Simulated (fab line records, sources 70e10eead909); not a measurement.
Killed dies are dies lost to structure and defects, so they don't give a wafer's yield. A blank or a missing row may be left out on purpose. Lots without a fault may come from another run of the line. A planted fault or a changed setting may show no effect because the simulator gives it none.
Which tool did it? | flow nand_harc | 6 lots, 18 wafers sampled, at 1 step of a route of 1159

WHAT THE GAUGES READ, wafer by wafer
NHARC_A_STAIRCASE_INSPECT_155.
lot  | measured     | on                | raw_defect_count
L407 | day 14 07:12 | defect_inspect-02 | 321 260 262
L408 | day 14 12:19 | defect_inspect-02 | 705 316 310
L414 | day 16 00:53 | defect_inspect-01 | 492 662 498
L419 | day 16 22:57 | defect_inspect-02 | 382 331 252
L420 | day 17 10:33 | defect_inspect-02 | 441 473 556
L429 | day 19 17:01 | defect_inspect-01 | 283 202 274

WHICH TOOL RAN EACH LOT (tool, then ch and the chambers of the sampled wafers, then the start)
The record holds no process step before these readings.

THE ANSWER, worked out from the rows above alone
Rule: what is usual is taken from the lots themselves. Put in order of their means at a reading, lots are off if they are a third of the lots or fewer, leave a main group of 4 or more, and stand apart from it by a gap of 3 or more times the standard deviation of the main group's means; of several such gaps the widest counts. A main group whose means are all the same, to the digits that the tables above print for the reading, isn't used. A lot without any number at a reading at which 4 lots or more have one is off too. The other lots that the step has rows for count as sound.
No lot is off at any reading shown: from this, nothing can be told.

WHAT THE SIMULATOR HAD PUT IN
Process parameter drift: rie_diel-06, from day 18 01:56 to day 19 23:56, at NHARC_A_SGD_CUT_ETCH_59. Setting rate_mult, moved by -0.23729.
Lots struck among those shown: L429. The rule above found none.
